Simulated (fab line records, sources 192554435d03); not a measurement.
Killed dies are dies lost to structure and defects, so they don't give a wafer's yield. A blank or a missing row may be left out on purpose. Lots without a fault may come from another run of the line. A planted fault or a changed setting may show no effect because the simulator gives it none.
Chamber matching | flow n5_finfet | N5_BEOL_M8_VIA_ETCH_34 on rie_diel-02: 4 sister chambers
The step etches SiCOH lowk in C4F6/O2, target depth 125.5 nm, time 50.5 s. 18 wafers are shown with their chamber, then 9 later ones without.

WAFERS WITH THEIR CHAMBER
wafer  | chamber | rf_vpp_V (V) | showerhead_plenum_p_Torr (Torr) | drypump_motor_current_A (A)
L074.3 | 2       | 637          | 2.79                            | 5.7
L074.4 | 0       | 667          | 2.84                            | 5.3
L074.6 | 1       | 657          | 2.74                            | 6.1
L078.3 | 0       | 668          | 2.83                            | 5.2
L078.5 | 3       | 680          | 2.97                            | 5.9
L078.6 | 0       | 666          | 2.83                            | 5.2
L084.1 | 1       | 657          | 2.73                            | 6.1
L084.4 | 0       | 666          | 2.83                            | 5.2
L084.6 | 3       | 681          | 2.96                            | 5.9
L085.2 | 0       | 666          | 2.82                            | 5.2
L085.3 | 3       | 681          | 2.96                            | 5.9
L085.4 | 1       | 657          | 2.72                            | 6.2
L089.3 | 3       | 682          | 2.96                            | 5.9
L089.4 | 0       | 665          | 2.82                            | 5.2
L089.6 | 0       | 667          | 2.82                            | 5.2
L088.1 | 3       | 682          | 2.96                            | 5.9
L088.3 | 1       | 657          | 2.72                            | 6.1
L088.6 | 3       | 682          | 2.96                            | 5.9

SIGNATURES (means of the wafers above)
reading                  | chamber 0 | chamber 1 | chamber 2 | chamber 3 | scatter within a chamber
rf_vpp_V                 | 666.43    | 657.00    | 637.00    | 681.33    | 0.804
showerhead_plenum_p_Torr | 2.8271    | 2.7275    | 2.7900    | 2.9617    | 0.00708
drypump_motor_current_A  | 5.214     | 6.125     | 5.700     | 5.900     | 0.0339
Rule: a wafer's distance from a chamber is the root of the sum, over the readings, of the square of ((its reading less the chamber's mean) divided by the reading's scatter). The wafer belongs to the nearest chamber; if the next one is less than 2 further off, it can't be placed. The scatter: the root of (the sum of the squares of (reading less its chamber's mean) over the shown wafers, divided by (wafers less chambers)).

WAFERS WITHOUT THEIR CHAMBER
wafer  | rf_vpp_V (V) | showerhead_plenum_p_Torr (Torr) | drypump_motor_current_A (A)
L096.2 | 657          | 2.71                            | 6.2
L096.4 | 679          | 2.95                            | 5.9
L096.6 | 637          | 2.77                            | 5.7
L092.1 | 637          | 2.77                            | 5.7
L092.2 | 655          | 2.71                            | 6.1
L092.5 | 657          | 2.71                            | 6.1
L097.2 | 682          | 2.95                            | 5.9
L097.3 | 638          | 2.77                            | 5.7
L097.5 | 681          | 2.95                            | 5.9

WHICH CHAMBER EACH WENT THROUGH
wafer  | from the rows above | in truth
L096.2 | 1                   | 1
L096.4 | 3                   | 3
L096.6 | 2                   | 2
L092.1 | 2                   | 2
L092.2 | 1                   | 1
L092.5 | 1                   | 1
L097.2 | 3                   | 3
L097.3 | 2                   | 2
L097.5 | 3                   | 3
Placed correctly: 9 of 9. Can't be placed from these rows: 0. Placed wrongly: 0.
